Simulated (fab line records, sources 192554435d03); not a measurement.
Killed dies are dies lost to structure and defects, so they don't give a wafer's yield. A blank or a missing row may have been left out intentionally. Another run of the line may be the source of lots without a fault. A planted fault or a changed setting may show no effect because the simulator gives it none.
fab line records	flow n5_finfet
record lots=7	wafers=18	last_day=17
route steps=1938 shown BEOL_M2@869 BEOL_M4@1111 PASSIVATION@1936
lots that met no fault: from a run of the same line without faults
start_h: hours from the record's first day to the start of the lot's first wafer shown	wait_h: hours from the lot's prior step to this one	" repeats the value in the row above	L1.1+2: a row that stands for several wafers	- no value present, or no start provided	* or withheld: withheld	< > ~ a bound
route shown NAME@n: NAME is a module with steps in the file, n the number in the route of the first one	usual: the fault-free wafers' mean and standard deviation	same: alike in all rows	chamber/n: place in a boat	sites: per-site readings	_std_site: the standard deviation of these	_edge_site: mean of outer sites minus mean of inner sites	radius_mm: how far each site lies from the wafer's centre	mask NAME#n: copy n	behind: the most recent tool/chamber to have shaped the wafer	hold: why the lot was held/for how many hours/how that ended	device: the transistor (n, p or np) that didn't switch	end of line: tests of these same wafers at the route's end	a step with no rows: only its recipe	killed: count of dies lost to structure and defects at first sort (not the wafer's yield)	map: a wafer's dies, x killed, . not, _ none there
set.NAME: the setting as run; set.NAME@STEP: as run at that earlier step	model.NAME: the simulator's own value behind a step, which no gauge read
a table for each step, a row for each wafer; lots at some steps of the route
services: a tool's chamber out of use, with start hour (start_h, from the record's first day; less than 0 if before it), hours out, and reason
## steps
# step N5_BEOL_M2_COAT_76
# recipe resist=underlayer	temp_c=205	time_s=60	spin_rpm=1500	resist_thk_nm=5
# step N5_BEOL_M2_COAT_22
# recipe resist=CAR-EUV	spin_rpm=1500	resist_thk_nm=30
# step N5_BEOL_M2_EBR_24
# recipe solvent=PGMEA	ebr_width_mm=1.5
# step N5_BEOL_M2_SOFTBAKE_23
# recipe temp_c=110	time_s=60	resist=CAR-EUV
# step N5_BEOL_M2_EXPOSE_25
# recipe mask_id=V1	na=0.33	source_shape=quasar	sigma_inner=0.2	sigma_outer=0.8	polarization=unpolarized	defocus_nm=5	dose_mj=63
# step N5_BEOL_M2_PEB_26
# recipe peb_temp_c=100	peb_time_s=60	resist=CAR-EUV
# step N5_BEOL_M2_DEVELOP_27
# recipe develop_time_s=30	developer=TMAH	resist=CAR-EUV	rinse_liquid=surfactant_rinse	dry=air_spin	dev_temp_c=23
# step N5_BEOL_M2_CD_MEAS_28
# recipe target_cd_nm=26.2	landing_energy_ev=500	detector=se_inlens	target_cd_y_nm=24.1	polarity=opening
# usual cd_nm=26.23/0.25
lot.wafer	tool	chamber	start_h	wait_h	cd_nm
L175.3	cd_sem-01	0	140.62	-	26.29
L175.4	"	0	"	"	26.50
L175.6	"	0	"	"	26.55
L179.1	cd_sem-03	0	170.36	-	26.17
L179.2	"	0	"	"	26.18
L179.5	"	0	"	"	26.55
L181.1	cd_sem-01	0	173.92	-	26.07
L181.3	"	0	"	"	26.22
L183.1	cd_sem-02	0	184.44	-	26.39
L183.3	"	0	"	"	26.03
L184.1	cd_sem-01	0	187.53	-	26.58
L184.6	"	0	"	"	26.16
L190.1	cd_sem-01	0	225.44	-	26.35
L190.3	"	0	"	"	26.14
L190.6	"	0	"	"	26.11
L196.2	cd_sem-02	0	267.80	-	25.99
L196.5	"	0	"	"	26.45
L196.6	"	0	"	"	26.17
# step N5_BEOL_M2_OVL_MEAS_29
# recipe points_per_wafer=522
# usual V1_OVL=0.9/0.65
lot.wafer	tool	chamber	start_h	wait_h	V1_OVL[nm]
L175.3	overlay-01	0	140.66	0.0	0.5
L175.4	"	0	"	"	0.7
L175.6	"	0	"	"	1.4
L179.1	overlay-01	0	170.39	0.0	1.7
L179.2	"	0	"	"	1.1
L179.5	"	0	"	"	0.3
L181.1	overlay-01	0	173.95	0.0	0.1
L181.3	"	0	"	"	1.2
L183.1	overlay-02	0	184.47	0.0	1.9
L183.3	"	0	"	"	1.5
L184.1	overlay-02	0	187.56	0.0	0.9
L184.6	"	0	"	"	-0.2
L190.1	overlay-02	0	225.47	0.0	0.2
L190.3	"	0	"	"	0.6
L190.6	"	0	"	"	-0.2
L196.2	overlay-02	0	267.83	0.0	0.1
L196.5	"	0	"	"	1.1
L196.6	"	0	"	"	-0.2
# step N5_BEOL_M2_INSPECT_30
# recipe mode=adi	inspect_instrument=brightfield
# usual raw_defect_count=413/79
lot.wafer	tool	chamber	start_h	wait_h	raw_defect_count
L175.3	defect_inspect-01	-	140.71	0.0	347
L175.4	"	-	"	"	410
L175.6	"	-	"	"	470
L179.1	defect_inspect-01	-	170.44	0.1	321
L179.2	"	-	"	"	384
L179.5	"	-	"	"	427
L181.1	defect_inspect-02	-	174.01	0.1	380
L181.3	"	-	"	"	385
L183.1	defect_inspect-02	-	184.53	0.1	455
L183.3	"	-	"	"	349
L184.1	defect_inspect-02	-	187.62	0.1	375
L184.6	"	-	"	"	385
L190.1	defect_inspect-02	-	225.53	0.1	540
L190.3	"	-	"	"	441
L190.6	"	-	"	"	386
L196.2	defect_inspect-02	-	267.89	0.0	364
L196.5	"	-	"	"	321
L196.6	"	-	"	"	296
# step N5_BEOL_M2_DESCUM_33
# recipe chemistry=O2	time_s=7	source_power_w=50	bias_power_w=20	pressure_mtorr=20	rf_frequency_hz=2.712e+07	temp_c=40	resist=CAR-EUV	o2_flow_sccm=225
# usual drypump_motor_current_A=5.6/0.34	o2_flow_sccm=225.0/0.69	oes_product_au=0.77/0.09	rf_vpp_V=243.4/1.3	showerhead_plenum_p_Torr=2.11/0.065	throttle_valve_pct=20.40/0.29
# same time_s=7
lot.wafer	tool	chamber	start_h	wait_h	drypump_motor_current_A	o2_flow_sccm	oes_product_au	rf_hours_counter_h	rf_vpp_V	showerhead_plenum_p_Torr	throttle_valve_pct
L175.3	rie_diel-03	3	140.74	0.0	5.7	225.2	0.82	98	242.8	2.00	19.80
L175.4	"	1	"	"	5.7	224.3	0.88	43	242.5	2.12	20.14
L175.6	"	3	"	"	5.7	225.0	0.83	-	242.4	2.00	19.81
L179.1	rie_diel-03	3	171.42	1.0	5.6	225.5	0.81	110	241.9	1.99	19.84
L179.2	"	2	"	"	5.0	225.0	0.75	175	243.8	2.10	20.39
L179.5	"	2	"	"	5.0	224.4	0.75	-	243.9	2.10	20.41
L181.1	rie_diel-03	0	174.06	0.1	5.9	226.2	0.74	175	245.1	2.18	20.25
L181.3	"	3	"	"	5.7	224.1	0.81	111	242.2	1.99	19.82
L183.1	rie_diel-03	0	185.36	0.8	5.9	225.3	0.74	180	243.4	2.18	20.26
L183.3	"	2	"	"	5.0	225.8	0.75	181	244.1	2.10	20.42
L184.1	rie_diel-03	2	187.89	0.3	5.0	225.3	0.74	182	242.0	2.10	20.41
L184.6	"	1	"	"	5.7	225.2	0.85	-	243.1	2.11	20.18
L190.1	rie_diel-05	3	226.52	1.0	6.5	225.6	0.98	6	245.4	2.25	20.29
L190.3	"	0	"	"	5.4	224.9	0.74	203	245.4	2.15	20.77
L190.6	"	1	"	"	5.6	225.4	0.72	-	244.0	2.15	20.47
L196.2	rie_diel-03	3	267.92	0.0	5.6	224.9	0.77	148	240.7	1.98	19.87
L196.5	"	3	"	"	5.7	224.5	0.78	-	242.5	1.98	19.87
L196.6	"	0	"	"	5.9	224.9	0.72	-	244.1	2.16	20.31
# step N5_BEOL_M2_ETCH_77
# recipe chemistry=N2/H2	target=underlayer	target_depth_a=65	mask_material=CAR-EUV	time_s=5.2	ion_energy_ev=200	pressure_mtorr=30	source_w=840	bias_w=150	n2_flow_sccm=200	h2_flow_sccm=200	ends=cleared
# usual drypump_motor_current_A=5.6/0.34	etch_rf_on_time_s=5.20/0.15	oes_product_au=0.66/0.076	rf_vpp_V=524.6/2.5	showerhead_plenum_p_Torr=2.57/0.068	throttle_valve_pct=17.9/0.3
lot.wafer	tool	chamber	start_h	wait_h	drypump_motor_current_A	etch_rf_on_time_s	oes_product_au	rf_hours_counter_h	rf_vpp_V	showerhead_plenum_p_Torr	throttle_valve_pct
L175.3	rie_diel-03	3	140.78	0.0	5.7	5.02	0.70	98	521.5	2.47	17.5
L175.4	"	1	"	"	5.7	5.18	0.73	43	525.2	2.59	17.7
L175.6	"	3	"	"	5.7	5.07	0.70	-	521.7	2.47	17.5
L179.1	rie_diel-03	3	171.45	0.0	5.7	5.02	0.69	110	519.8	2.47	17.5
L179.2	"	2	"	"	5.0	5.27	0.63	175	523.1	2.55	17.8
L179.5	"	2	"	"	5.0	5.25	0.62	-	522.7	2.55	17.8
L181.1	rie_diel-03	0	174.10	0.0	5.9	5.41	0.63	175	526.3	2.64	17.6
L181.3	"	3	"	"	5.6	5.03	0.70	111	523.2	2.47	17.5
L183.1	rie_diel-03	0	185.40	0.0	5.9	5.43	0.62	180	527.5	2.64	17.6
L183.3	"	2	"	"	5.0	5.25	0.63	181	522.8	2.55	17.8
L184.1	rie_diel-03	2	187.93	0.0	5.0	5.34	0.63	182	522.5	2.55	17.8
L184.6	"	1	"	"	5.7	5.26	0.73	-	527.3	2.58	17.8
L190.1	rie_diel-05	3	226.56	0.0	6.5	4.99	0.83	6	527.7	2.70	17.5
L190.3	"	0	"	"	5.4	5.06	0.63	203	527.3	2.63	18.3
L190.6	"	1	"	"	5.6	5.38	0.61	-	527.2	2.59	17.7
L196.2	rie_diel-03	3	267.95	0.0	5.6	5.12	0.66	148	523.2	2.45	17.6
L196.5	"	3	"	"	5.7	5.11	0.67	-	521.6	2.45	17.6
L196.6	"	0	"	"	5.9	5.37	0.61	-	525.7	2.62	17.7
# step N5_BEOL_M2_ETCH_69
# recipe chemistry=CF4	target=SiARC	target_depth_a=156	mask_material=CAR-EUV	time_s=26	ion_energy_ev=80	pressure_mtorr=40	source_w=545	bias_w=36	Ar_flow_sccm=100	cf4_flow_sccm=100	ends=cleared
# usual drypump_motor_current_A=5.6/0.34	etch_rf_on_time_s=26.1/0.77	oes_product_au=0.66/0.076	rf_vpp_V=184.3/1.1	showerhead_plenum_p_Torr=2.16/0.061	throttle_valve_pct=15.61/0.27
lot.wafer	tool	chamber	start_h	wait_h	drypump_motor_current_A	etch_rf_on_time_s	oes_product_au	rf_hours_counter_h	rf_vpp_V	showerhead_plenum_p_Torr	throttle_valve_pct
L175.3	rie_diel-03	3	140.79	0.0	5.7	24.9	0.71	98	183.1	2.07	15.20
L175.4	"	1	"	"	5.7	25.6	0.75	43	183.5	2.16	15.34
L175.6	"	3	"	"	5.6	24.9	0.72	-	183.9	2.07	15.20
L179.1	rie_diel-03	3	171.47	0.0	5.7	24.9	0.70	110	183.7	2.07	15.23
L179.2	"	2	"	"	5.0	26.3	0.64	175	183.1	2.14	15.50
L179.5	"	2	"	"	5.0	26.5	0.63	-	183.8	2.14	15.51
L181.1	rie_diel-03	0	174.11	0.0	5.9	17.2	0.83	175	185.6	2.23	15.56
L181.3	"	3	"	"	5.6	16.0	0.92	111	182.7	2.06	15.25
L183.1	rie_diel-03	0	185.41	0.0	5.9	17.3	0.82	180	185.7	2.23	15.55
L183.3	"	2	"	"	5.0	16.9	0.82	181	184.4	2.14	15.52
L184.1	rie_diel-03	2	187.94	0.0	5.0	16.9	0.82	182	185.5	2.14	15.52
L184.6	"	1	"	"	5.7	26.1	0.71	-	184.6	2.16	15.37
L190.1	rie_diel-05	3	226.58	0.0	6.5	25.4	0.83	6	185.5	2.29	15.38
L190.3	"	0	"	"	5.4	25.5	0.64	203	183.8	2.21	15.95
L190.6	"	1	"	"	5.6	27.1	0.62	-	185.0	2.19	15.64
L196.2	rie_diel-03	3	267.97	0.0	5.7	25.4	0.67	148	182.7	2.05	15.31
L196.5	"	3	"	"	5.6	25.4	0.66	-	182.7	2.05	15.30
L196.6	"	0	"	"	5.9	27.0	0.61	-	184.6	2.22	15.60
# step N5_BEOL_M2_ALD_98
# recipe material=SiO2	target_thk_a=25	temp_c=100	ald_precursor_family=BDEAS	ald_co_reactant=O2-plasma	pulse_time_s=1	co_reactant_pulse_time_s=1	purge_time_s=2	co_reactant_purge_time_s=2	ald_cycles=17	pressure_torr=2
# usual heater_power_w=78/6.5	precursor_pulse_height_rel=1.000/0.02
# same co_reactant_pulse_time_s=1	co_reactant_purge_time_s=2
lot.wafer	tool	chamber	start_h	wait_h	heater_power_w	precursor_pulse_height_rel	since_wet_clean_h
L175.3	ald_sin-02	3	141.05	0.2	81	0.991	133
L175.4	"	1	"	"	75	0.985	133
L175.6	"	3	"	"	84	1.016	-
L179.1	ald_sin-03	2	171.55	0.1	70	0.998	361
L179.2	"	3	"	"	81	1.004	361
L179.5	"	3	"	"	81	1.003	-
L181.1	ald_sin-01	2	174.21	0.1	62	1.003	271
L181.3	"	0	"	"	87	1.005	271
L183.1	ald_sin-02	2	187.10	1.7	79	0.993	179
L183.3	"	1	"	"	73	0.995	179
L184.1	ald_sin-01	3	188.13	0.2	68	1.022	285
L184.6	"	3	"	"	68	1.009	-
L190.1	ald_sin-02	3	226.66	0.1	82	1.032	219
L190.3	"	1	"	"	74	1.014	219
L190.6	"	0	"	"	73	1.016	-
L196.2	ald_sin-01	2	268.05	0.1	61	1.012	365
L196.5	"	3	"	"	68	0.999	-
L196.6	"	2	"	"	62	0.980	-
# step N5_BEOL_M4_RC_MEAS_101
# usual DIBL_N=36.9/1.6	DIBL_P=37.1/2	IOFF_N=0.17/0.032	IOFF_P=0.22/0.036	ION_N=674/12	ION_P=463/7.8	SS_N=71.7/0.63	SS_P=73.5/0.62	VT_N=249/3.3	VT_P=-250/3.5
lot.wafer	tool	chamber	start_h	wait_h	DIBL_N[mV/V]	DIBL_P[mV/V]	IOFF_N[nA/um]	IOFF_P[nA/um]	ION_N[uA/um]	ION_P[uA/um]	SS_N[mV/dec]	SS_P[mV/dec]	VT_N[mV]	VT_P[mV]
L175.3	prober-01	0	179.99	0.3	37.1	37.8	0.19	0.25	686	468	71.6	73.9	247	-250
L175.4	"	0	"	"	36.9	36.9	0.18	0.22	678	458	72.9	73.6	246	-251
L175.6	"	0	"	"	37.0	37.2	0.17	0.23	679	465	71.6	73.4	248	-250
L179.1	prober-01	0	205.84	0.0	35.4	35.0	0.14	0.18	655	448	71.4	72.8	253	-253
L179.2	"	0	"	"	37.2	38.6	0.18	0.23	686	468	71.6	74.1	247	-251
L179.5	"	0	"	"	36.2	37.7	0.15	0.22	664	462	71.0	73.6	249	-253
L181.1	prober-01	0	209.36	0.0	37.5	38.3	0.19	0.25	687	464	72.7	73.7	247	-247
L181.3	"	0	"	"	34.8	36.2	0.14	0.22	675	467	70.9	72.7	251	-247
L184.1	prober-02	0	229.13	0.2	38.1	40.4	0.21	0.27	687	465	71.7	74.8	246	-247
L184.6	"	0	"	"	32.9	35.0	0.12	0.18	668	463	70.4	72.9	253	-250
L183.1	prober-01	0	236.56	0.0	37.3	39.2	0.18	0.24	681	466	71.1	73.2	248	-249
L183.3	"	0	"	"	34.0	36.7	0.14	0.20	681	477	70.9	72.6	249	-250
L190.1	prober-01	0	257.27	0.0	33.8	35.5	0.14	0.19	667	462	70.4	73.1	249	-250
L190.3	"	0	"	"	37.8	39.3	0.21	0.25	686	468	71.9	74.0	244	-246
L190.6	"	0	"	"	38.2	39.2	0.21	0.24	682	462	72.3	74.1	248	-248
L196.2	prober-01	0	300.17	0.2	37.0	40.7	0.20	0.27	685	466	72.5	73.4	248	-246
L196.5	"	0	"	"	36.9	39.2	0.18	0.25	669	465	72.6	72.9	247	-247
L196.6	"	0	"	"	37.6	40.1	0.22	0.25	679	463	72.8	73.2	246	-247
# step N5_PASSIVATION_PROBE_49
# usual defect_limited_yield=90.9/1.6	killed_at_M0_to_M3=34/11	killed_at_M4_up=14/5.7	killed_at_contacts=13/6.5	killed_at_front_end=43/11	killed_at_other=4/3.1	killed_dies=107/19	killed_open=71/14	killed_short=35/7.9	sort_bin_5_function=5.3/1.1	sort_bin_6_memory=3.4/0.74	sort_n_pass=1073/19	sort_yield_pct=90.9/1.6
# same gross_dies=1180	killed_at_back_side=0	sort_bin_4_leakage[%]=0	sort_bin_8_speed[%]=0
lot.wafer	tool	chamber	start_h	wait_h	defect_limited_yield[%]	killed_at_M0_to_M3	killed_at_M4_up	killed_at_contacts	killed_at_front_end	killed_at_other	killed_dies	killed_open	killed_short	sort_bin_5_function[%]	sort_bin_6_memory[%]	sort_n_pass	sort_yield_pct[%]
L175.3	prober-01	-	292.53	0.1	91.2	30	22	11	39	2	104	61	42	5.6	2.8	1076	91.2
L175.4	prober-01	-	292.58	0.2	90.5	36	18	16	41	1	112	84	27	6.2	3.1	1068	90.5
L175.6	prober-01	-	292.68	0.3	88.9	42	22	14	50	3	131	93	36	6.3	4.5	1049	88.9
L179.1	prober-02	-	310.26	0.0	88.5	31	8	33	58	6	136	99	35	6.4	4.6	1044	88.5
L179.2	prober-02	-	310.31	0.1	89.2	66	7	10	44	1	128	81	46	6.5	4.1	1052	89.2
L179.5	prober-02	-	310.46	0.2	90.4	38	7	19	41	8	113	78	34	5.5	3.8	1067	90.4
L183.1	prober-01	-	345.66	0.0	91.2	33	14	21	34	2	104	75	28	5.5	3.1	1076	91.2
L183.3	prober-01	-	345.76	0.1	88.4	37	16	30	49	5	137	94	43	5.7	5.0	1043	88.4
L196.2	prober-01	-	407.10	0.1	90.9	36	10	5	51	5	107	64	39	5.5	3.2	1073	90.9
L196.5	prober-01	-	407.25	0.2	92.0	21	18	7	43	5	94	52	38	4.0	3.6	1086	92.0
L196.6	prober-01	-	407.30	0.3	92.0	27	5	7	48	7	94	58	30	5.1	2.6	1086	92.0
# killed by level:class
L175.3 BEOL_M3:geometric_particle:open=14 BEOL_M5:geometric_particle:open=9 MOL_CONTACT_COAG:geometric_particle:open=8 STI_FIN_REVEAL:geometric_particle:open=6 GATE_CUT:geometric_particle:short=5 GATE_CUT:geometric_particle:open=5 BEOL_M3:geometric_particle:short=5 STARTING-WAFER:geometric_particle:short=4
L175.4 BEOL_M2:geometric_particle:open=18 STI_FIN_REVEAL:geometric_particle:open=14 MOL_CONTACT_COAG:geometric_particle:open=14 BEOL_M4:geometric_particle:open=10 BEOL_M3:geometric_particle:short=7 DUMMY_GATE:geometric_particle:open=6 GATE_CUT:geometric_particle:short=4 BEOL_M0_SAQP:geometric_particle:short=4
L175.6 BEOL_M0_SAQP:geometric_particle:open=12 BEOL_M5:geometric_particle:open=12 MOL_CONTACT_COAG:geometric_particle:open=10 STI_FIN_REVEAL:geometric_particle:open=9 BEOL_M0_SAQP:geometric_particle:short=9 BEOL_M2:geometric_particle:open=8 FIN_SAQP:geometric_particle:short=7 DUMMY_GATE:geometric_particle:open=6
L179.1 STI_FIN_REVEAL:geometric_particle:open=25 MOL_CONTACT_COAG:geometric_particle:open=25 FIN_SAQP:geometric_particle:short=8 FIN_SAQP:geometric_particle:open=8 BEOL_M1:geometric_particle:open=8 MOL_CONTACT_COAG:geometric_particle:short=7 BEOL_M3:geometric_particle:open=6 BEOL_M5:geometric_particle:open=5
L179.2 BEOL_M0_SAQP:geometric_particle:short=23 BEOL_M0_SAQP:geometric_particle:open=16 FIN_SAQP:geometric_particle:open=12 BEOL_M1:geometric_particle:open=10 MOL_CONTACT_COAG:geometric_particle:open=9 STI_FIN_REVEAL:geometric_particle:open=9 BEOL_M3:geometric_particle:open=9 BEOL_M1:geometric_particle:short=5
L179.5 MOL_CONTACT_COAG:geometric_particle:open=17 STI_FIN_REVEAL:geometric_particle:open=14 FIN_SAQP:geometric_particle:open=10 BEOL_M0_SAQP:geometric_particle:short=10 BEOL_M0_SAQP:geometric_particle:open=9 BEOL_M1:geometric_particle:open=9 PASS1_CAP:geometric_particle:short=5 BEOL_M1:geometric_particle:short=4
L183.1 MOL_CONTACT_COAG:geometric_particle:open=18 BEOL_M2:geometric_particle:open=11 FIN_SAQP:geometric_particle:short=8 BEOL_M3:geometric_particle:open=8 FIN_SAQP:geometric_particle:open=6 BEOL_M4:geometric_particle:open=6 STI_FIN_REVEAL:geometric_particle:open=5 BEOL_M0_SAQP:geometric_particle:short=5
L183.3 MOL_CONTACT_COAG:geometric_particle:open=19 FIN_SAQP:geometric_particle:open=12 MOL_CONTACT_COAG:geometric_particle:short=11 BEOL_M0_SAQP:geometric_particle:open=10 FIN_SAQP:geometric_particle:short=9 STI_FIN_REVEAL:geometric_particle:open=9 BEOL_M2:geometric_particle:open=8 BEOL_M1:geometric_particle:open=7
L196.2 BEOL_M0_SAQP:geometric_particle:open=10 BEOL_M0_SAQP:geometric_particle:short=9 FIN_SAQP:geometric_particle:short=8 BEOL_M3:geometric_particle:open=7 FIN_SAQP:geometric_particle:open=6 STI_FIN_REVEAL:geometric_particle:open=6 ILD0:geometric_particle:open=6 GATE_CUT:geometric_particle:open=6
L196.5 GATE_CUT:geometric_particle:open=10 STI_FIN_REVEAL:geometric_particle:open=8 MOL_CONTACT_COAG:geometric_particle:open=7 GATE_CUT:geometric_particle:short=6 BEOL_M0_SAQP:geometric_particle:short=5 BEOL_M5:geometric_particle:open=5 FIN_SAQP:geometric_particle:short=4 BEOL_M0_SAQP:geometric_particle:open=4
L196.6 STI_FIN_REVEAL:geometric_particle:open=16 BEOL_M0_SAQP:geometric_particle:open=8 FIN_SAQP:geometric_particle:short=6 MOL_CONTACT_COAG:geometric_particle:open=5 BEOL_M0_SAQP:geometric_particle:short=5 GATE_CUT:geometric_particle:short=4 GATE_CUT:geometric_particle:open=4 BEOL_M1:geometric_particle:open=4
## services
tool	chamber	start_h	hours	kind
ald_sin-02	3	122.39	10.8	repair
rie_diel-03	-	128.92	2.1	repair
ald_sin-03	3	131.97	21.6	repair
rie_diel-05	2	141.89	14.4	repair
ald_sin-01	-	152.16	0.5	repair
rie_diel-05	0	157.23	1.9	repair
rie_diel-03	1	159.93	2.5	repair
rie_diel-05	-	161.75	14.6	pm
rie_diel-03	-	170.76	0.3	repair
ald_sin-03	-	177.74	14.0	pm
ald_sin-03	0	177.74	14.0	vent_cycle
ald_sin-03	1	177.74	14.0	vent_cycle
rie_diel-05	3	180.98	-	clean
rie_diel-05	3	180.98	-	consumable_replace:focus_ring
rie_diel-05	3	180.98	-	consumable_replace:showerhead
rie_diel-05	3	180.98	20.5	scheduled_down
rie_diel-05	3	180.98	20.5	vent_cycle
ald_sin-01	0	216.83	19.7	repair
ald_sin-02	0	230.63	4.4	repair
ald_sin-01	1	240.50	14.2	repair
ald_sin-03	3	244.75	5.6	repair
ald_sin-02	-	250.48	0.3	repair
ald_sin-02	1	260.09	3.3	repair
ald_sin-03	-	261.01	0.6	repair
## key
first_sign step=N5_BEOL_M2_ETCH_69	reading=etch_rf_on_time_s	direction=down	sigmas=12	usual=*	struck=*
effect step=N5_BEOL_M2_ETCH_69	reading=oes_product_au	direction=up	sigmas=2.4	usual=0.66	struck=0.84
met_at N5_BEOL_M2_ETCH_69
struck_wafers L181.1,L181.3,L183.1,L183.3,L184.1
onset_between 171.47 174.11
fault kind=process_parameter_drift	tool=rie_diel-03	chamber=-	onset_h=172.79	steps=N5_BEOL_M2_ETCH_69	channel=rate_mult	offset=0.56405	shape=step	end_h=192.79	scope=struck_wafers_only
